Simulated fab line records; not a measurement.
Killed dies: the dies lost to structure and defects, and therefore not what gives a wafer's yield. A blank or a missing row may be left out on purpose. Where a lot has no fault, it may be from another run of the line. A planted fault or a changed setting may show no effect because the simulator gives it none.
Chamber matching | flow n5 finfet | N5_BEOL_M5_DESCUM_33 on rie diel-01 has 4 sister chambers
The step chemistry O2, time 7 s. 4 wafers are shown with their chamber, then 10 later ones without.

== WAFERS, EACH WITH ITS CHAMBER ==
wafer  | chamber | drypump motor current A (A)
L075.3 | 2       | 5.74
L085.6 | 1       | 5.48
L089.1 | 3       | 5.17
L089.3 | 0       | 5.41

== WAFERS WITH NO CHAMBER GIVEN ==
wafer  | drypump motor current A (A)
L089.4 | 5.16
L088.1 | 5.49
L088.4 | 5.18
L088.5 | 5.75
L094.1 | 5.71
L094.2 | 5.48
L094.6 | 5.41
L095.3 | 5.74
L095.5 | 5.16
L095.6 | 5.73

== WHICH CHAMBER EACH ONE RAN IN ==
wafer  | from the rows above | in truth
L089.4 | 3                   | 3
L088.1 | 1                   | 1
L088.4 | 3                   | 3
L088.5 | 2                   | 2
L094.1 | 2                   | 2
L094.2 | 1                   | 1
L094.6 | 0                   | 0
L095.3 | 2                   | 2
L095.5 | 3                   | 3
L095.6 | 2                   | 2
10 of 10 placed correctly. Left unplaced by these rows: 0. Number placed wrongly: 0.
How it was worked out, from the rows above alone: a wafer's distance from a chamber is the root of the sum, over the readings, of the square of ((its reading less the chamber's mean) divided by the reading's scatter). If the next closest chamber is less than 2 further off than the closest, the wafer can't be placed; otherwise it belongs to the closest. For every chamber, the mean is computed from those of its wafers that are shown. The scatter: with one shown wafer a chamber, the root of the mean of the squares of how far each hidden wafer lies from its nearest shown one.
